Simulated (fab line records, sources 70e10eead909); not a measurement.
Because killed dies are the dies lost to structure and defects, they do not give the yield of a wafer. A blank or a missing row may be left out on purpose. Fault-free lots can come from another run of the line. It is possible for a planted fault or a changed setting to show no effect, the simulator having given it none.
fab line records | flow nandHarc | part 2 of 2: steps 5 to 6 of 6
[record] lots = 21 wafers = 63 lastDay = 24
route steps=1159 shown A_STAIRCASE@548
lots that met no fault: from a run of the same line without faults
startH: hours from the record's opening day to when the first of the lot's shown wafers began | waitH: hours from the lot's prior step to this one | " unchanged from the row above | L1.1+2: a row that stands for several wafers | - no value, or no start given | * or withheld: withheld | < > ~ a bound
route shown NAME@n: NAME is a module with steps in the file, n the number in the route of the first one | usual: average and standard deviation across the fault-free wafers | same: alike in all rows | chamber/n: place in a boat | sites: per-site readings | _std_site: how widely they spread, as a standard deviation | _edge_site: outer sites' mean less inner sites' | radiusMm: how far each site lies from the wafer's centre | mask NAME#n: copy n | behind: the last tool/chamber to shape the wafer | hold: why the lot was held/for how many hours/how that ended | device: which transistor (n, p or np) failed to switch | end of line: tests of these same wafers at the route's end | step lacking rows: just its recipe | killed: count of dies lost to structure and defects at first sort (not the wafer's yield) | map: a wafer's dies, marking killed ones x, the rest . and places with no die _
set.NAME: setting as actually run; set.NAME@STEP: the setting as run at that earlier step | model.NAME: the simulator's own value behind a step, which no gauge read
the route's steps for a sample of lots (tables are steps, rows are wafers)
services: a tool's chamber out of use, with start hour (startH, from the record's first day; less than 0 if before it), hours out, and reason
[[steps]]
[step NHARC_A_STAIRCASE_TRIM_229]
[recipe] timeS = 211.2 o2FlowSccm = 500 arFlowSccm = 0 biasW = 0 chemistry = O2
[usual] drypumpMotorCurrentA = 5.57/0.29 oesProductAu = 0.998/0.01 rfVppV = 57.8/1 showerheadPlenumPTorr = 3.53/0.13 throttleValvePct = 17.036/0.0094
[same] timeS = 211.2
// columns lot.wafer tool chamber startH waitH drypumpMotorCurrentA oesProductAu rfHoursCounterH rfVppV showerheadPlenumPTorr throttleValvePct
L075.4 rieDiel-08 0 244.19 0.1 5.82 0.978 39 57.4 3.36 17.031
L075.3 " 3 " " 5.77 0.984 45 59.0 3.33 17.026
L075.6 " 1 " " 5.39 0.996 - 58.5 3.50 17.026
L074.4 rieDiel-01 3 246.06 0.1 5.03 0.999 33 57.8 3.66 17.047
L074.1 " 0 " " 5.52 1.001 39 56.6 3.54 17.040
L074.6 " 2 " " 5.68 1.010 - 58.4 3.62 17.024
L077.1 rieDiel-01 3 258.87 0.1 5.07 0.991 38 57.9 3.65 17.048
L077.3 " 0 " " 5.54 0.997 43 57.1 3.54 17.028
L077.4 " 1 " " 5.64 1.001 40 58.3 3.79 17.049
L076.3 rieDiel-08 1 259.27 0.2 5.46 0.985 49 57.5 3.49 17.040
L076.6 " 2 " " 5.58 1.014 - 58.5 3.64 17.029
L076.5 " 3 " " 5.79 0.980 - 57.5 3.32 17.028
L078.4 rieDiel-09 3 276.13 0.1 6.03 0.994 5 58.5 3.63 17.048
L078.5 " 2 " " 5.62 0.995 - 57.6 3.38 17.047
L078.6 " 3 " " 6.05 0.976 - 57.3 3.63 17.019
L079.1 rieDiel-01 2 277.11 0.1 5.69 1.015 50 56.5 3.61 17.029
L079.5 " 1 " " 5.64 1.015 - 59.6 3.78 17.027
L079.6 " 2 " " 5.71 1.015 - 57.7 3.61 17.037
L080.2 rieDiel-01 3 282.70 0.1 5.01 0.988 47 59.2 3.65 17.038
L080.4 " 0 " " 5.50 0.992 53 58.4 3.53 17.022
L080.3 " 1 " " 5.63 0.990 49 57.7 3.78 17.041
L081.1 rieDiel-01 2 294.30 0.1 5.68 0.999 59 57.8 3.61 17.036
L081.6 " 0 " " 5.51 1.000 - 57.3 3.53 17.050
L081.5 " 1 " " 5.64 1.007 - 58.4 3.78 17.042
L082.4 rieDiel-01 1 296.99 0.1 5.62 1.002 57 57.8 3.77 17.035
L082.1 " 2 " " 5.69 1.001 61 58.7 3.61 17.049
L082.5 " 2 " " 5.69 0.995 - 59.8 3.61 17.033
L084.2 rieDiel-09 1 302.60 0.3 5.59 0.990 15 58.9 3.53 17.039
L084.3 " 0 " " 4.93 1.003 16 56.7 3.45 17.017
L084.4 " 0 " " 4.94 1.007 - 57.5 3.45 17.024
L083.1 rieDiel-09 2 304.12 0.1 5.59 1.014 9 57.2 3.38 17.022
L083.3 " 3 " " 6.03 0.999 18 60.0 3.62 17.033
L083.5 " 2 " " 5.60 0.999 - 57.0 3.38 17.033
L087.4 rieDiel-09 0 326.86 0.1 4.94 1.009 26 57.4 3.45 17.024
L087.2 " 1 " " 5.60 0.986 25 57.3 3.52 17.030
L087.1 " 2 " " 5.62 0.993 18 57.7 3.37 17.051
L085.2 rieDiel-08 2 327.03 0.1 5.56 1.003 6 57.7 3.63 17.045
L085.3 " 3 " " 5.79 0.991 7 58.8 3.31 17.040
L085.5 " 3 " " 5.79 0.994 - 58.1 3.31 17.045
L086.2 rieDiel-08 0 327.69 0.1 5.81 0.999 7 57.5 3.34 17.045
L086.6 " 0 " " 5.82 0.989 - 57.5 3.34 17.047
L086.5 " 1 " " 5.46 1.002 - 55.5 3.48 17.041
L089.4 rieDiel-08 2 333.52 0.2 5.57 0.998 9 56.9 3.63 17.030
L089.2 " 1 " " 5.43 1.009 9 58.0 3.48 17.041
L089.5 " 3 " " 5.80 0.996 - 56.1 3.31 17.017
L091.3 rieDiel-09 2 344.11 0.1 5.63 1.004 26 56.1 3.37 17.032
L091.6 " 1 " " 5.56 0.998 - 57.9 3.52 17.044
L091.5 " 2 " " 5.63 0.997 - 56.6 3.37 17.035
L090.3 rieDiel-01 2 344.89 0.1 5.72 0.996 8 58.6 3.60 17.042
L090.1 " 1 " " 5.64 0.999 8 57.9 3.76 17.045
L090.5 " 0 " " 5.58 1.009 - 57.3 3.52 17.026
L093.1 rieDiel-01 2 361.03 0.1 5.70 0.997 14 58.6 3.59 17.026
L093.4 " 3 " " 5.04 0.993 5 58.0 3.64 17.028
L093.6 " 1 " " 5.60 1.002 - 57.4 3.76 17.025
L096.4 rieDiel-01 0 370.62 0.1 5.49 0.997 18 57.5 3.51 17.024
L096.1 " 1 " " 5.62 0.998 17 58.7 3.76 17.036
L096.6 " 2 " " 5.68 1.005 - 58.8 3.59 17.041
L095.3 rieDiel-08 3 374.21 0.1 5.75 0.989 24 57.6 3.30 17.045
L095.5 " 3 " " 5.76 0.987 - 54.1 3.30 17.040
L095.6 " 1 " " 5.46 1.009 - 56.5 3.47 17.040
L097.3 rieDiel-09 1 394.61 0.1 5.55 1.000 54 57.4 3.51 17.039
L097.4 " 2 " " 5.61 0.971 46 57.4 3.36 17.037
L097.5 " 3 " " 6.04 0.985 - 58.7 3.60 17.036
[step NHARC_A_STAIRCASE_STRIP_295]
[recipe] o2FlowSccm = 500 arFlowSccm = 0 biasW = 0 chemistry = O2
[usual] drypumpMotorCurrentA = 5.57/0.26 oesProductAu = 0.998/0.009 rfVppV = 57.8/0.93 showerheadPlenumPTorr = 3.52/0.14 throttleValvePct = 17.037/0.009
// columns lot.wafer tool chamber startH waitH drypumpMotorCurrentA oesProductAu rfHoursCounterH rfVppV showerheadPlenumPTorr throttleValvePct
L075.3 rieDiel-01 3 - - 5.04 0.989 35 59.3 3.66 17.047
L075.4 " 2 " " 5.70 1.001 41 57.8 3.62 17.024
L075.6 " 0 " " 5.48 0.992 - 58.3 3.54 17.041
L074.4 rieDiel-08 3 - - 5.78 0.995 47 56.6 3.32 17.043
L074.1 " 0 " " 5.82 0.986 42 58.1 3.35 17.026
L074.6 " 1 " " 5.41 0.991 - 57.2 3.50 17.036
L077.4 rieDiel-01 1 - - 5.61 1.016 42 59.1 3.78 17.034
L077.3 " 3 " " 5.03 0.992 41 59.5 3.65 17.042
L077.1 " 0 " " 5.50 0.998 47 56.8 3.53 17.045
L076.3 rieDiel-08 2 - - 5.57 1.018 52 58.0 3.64 17.032
L076.5 " 2 " " 5.61 1.018 - 58.8 3.64 17.031
L076.6 " 3 " " 5.77 0.977 - 54.9 3.32 17.027
L078.5 rieDiel-09 1 - - 5.59 1.000 - 56.9 3.53 17.028
L078.6 " 3 " " 6.04 0.996 - 59.0 3.63 17.034
L078.4 " 0 " " 4.90 0.995 - 57.0 3.46 17.028
L079.1 rieDiel-01 1 - - 5.63 1.016 50 58.8 3.78 17.028
L079.5 " 0 " " 5.55 1.003 - 57.3 3.53 17.052
L079.6 " 1 " " 5.64 1.004 - 58.7 3.78 17.048
L080.4 rieDiel-01 1 - - 5.64 1.013 55 58.4 3.78 17.038
L080.2 " 2 " " 5.68 0.998 58 59.9 3.61 17.030
L080.3 " 0 " " 5.53 1.012 57 57.6 3.53 17.035
L081.1 rieDiel-09 3 - - 6.05 0.980 18 57.7 3.62 17.036
L081.5 " 1 " " 5.56 1.002 - 56.1 3.53 17.036
L081.6 " 2 " " 5.61 1.002 - 56.1 3.38 17.041
L082.1 rieDiel-01 3 - - 5.02 0.999 60 58.2 3.64 17.039
L082.5 " 0 " " 5.54 1.012 - 57.5 3.52 17.046
L082.4 " 1 " " 5.62 1.004 - 58.7 3.77 17.050
L084.4 rieDiel-08 1 - - 5.43 0.990 1 57.2 3.48 17.027
L084.3 " 2 " " 5.58 0.988 2 60.1 3.63 17.035
L084.2 " 0 " " 5.79 0.983 2 58.1 3.34 17.038
L083.1 rieDiel-08 0 - - 5.78 0.989 2 58.3 3.34 17.041
L083.3 " 2 " " 5.56 1.000 2 58.3 3.63 17.035
L083.5 " 1 " " 5.41 1.005 - 59.0 3.48 17.051
L087.2 rieDiel-09 0 - - 4.91 1.003 29 57.5 3.44 17.029
L087.4 " 1 " " 5.58 0.992 29 58.0 3.52 17.026
L087.1 " 2 " " 5.62 0.983 23 57.3 3.37 17.040
L085.2 rieDiel-01 2 - - 5.70 1.001 5 58.0 3.60 17.028
L085.3 " 1 " " 5.66 1.011 4 57.8 3.77 17.034
L085.5 " 0 " " 5.51 1.003 - 57.1 3.52 17.040
L086.2 rieDiel-08 3 - - 5.78 0.994 11 56.2 3.31 17.034
L086.6 " 0 " " 5.79 0.992 - 58.2 3.34 17.049
L086.5 " 1 " " 5.44 1.006 - 56.8 3.48 17.016
L089.2 rieDiel-01 1 - - 5.63 0.991 7 57.9 3.77 17.037
L089.4 " 2 " " 5.68 0.988 - 59.4 3.60 17.029
L089.5 " 1 " " 5.66 0.998 - 60.9 3.77 17.045
L091.3 rieDiel-08 3 - - 5.78 0.990 17 55.9 3.31 17.033
L091.5 " 2 " " 5.57 0.992 - 58.1 3.63 17.041
L091.6 " 3 " " 5.78 0.983 - 58.3 3.31 17.034
L090.3 rieDiel-09 3 - - 6.05 0.990 37 58.3 3.61 17.035
L090.1 " 0 " " 4.97 1.000 36 59.4 3.44 17.033
L090.5 " 1 " " 5.59 0.981 - 57.2 3.52 17.036
L093.1 rieDiel-09 3 - - 6.04 1.009 46 58.4 3.61 17.028
L093.4 " 0 " " 4.92 1.005 46 58.9 3.44 17.048
L093.6 " 3 " " 6.02 0.990 - 58.1 3.61 17.062
L096.1 rieDiel-08 0 - - 5.81 0.995 27 57.6 3.33 17.040
L096.4 " 1 " " 5.42 0.997 27 57.5 3.47 17.027
L096.6 " 1 " " 5.44 0.994 - 57.4 3.47 17.040
L095.3 rieDiel-08 3 - - 5.79 0.994 31 57.9 3.30 17.040
L095.6 " 2 " " 5.60 1.003 - 58.0 3.62 17.041
L095.5 " 3 " " 5.77 0.985 - 57.2 3.30 17.030
L097.4 rieDiel-09 3 - - 6.01 0.987 55 60.5 3.60 17.033
L097.3 " 0 " " 4.96 0.998 56 59.3 3.43 17.023
L097.5 " 1 " " 5.59 1.002 - 57.9 3.51 17.036
[[services]]
// columns tool chamber startH hours kind
rieDiel-01 3 208.12 5.9 repair
rieDiel-08 0 232.05 - clean
rieDiel-08 1 232.05 - clean
rieDiel-08 2 232.05 - clean
rieDiel-08 3 232.05 - clean
rieDiel-09 - 245.02 0.4 repair
rieDiel-09 - 254.44 9.0 pm
rieDiel-08 0 256.55 - clean
rieDiel-08 1 256.55 - clean
rieDiel-08 2 256.55 - clean
rieDiel-08 3 256.55 - clean
rieDiel-09 2 278.74 10.0 repair
rieDiel-08 0 282.37 - clean
rieDiel-08 1 282.37 - clean
rieDiel-08 2 282.37 - clean
rieDiel-08 3 282.37 - clean
rieDiel-09 2 295.60 8.1 repair
rieDiel-08 - 301.88 9.0 pm
rieDiel-08 0 301.88 9.0 ventCycle
rieDiel-08 1 301.88 9.0 ventCycle
rieDiel-01 2 306.60 9.9 repair
rieDiel-01 - 314.80 9.0 pm
rieDiel-01 3 331.80 21.5 repair
rieDiel-01 1 402.50 4.2 repair
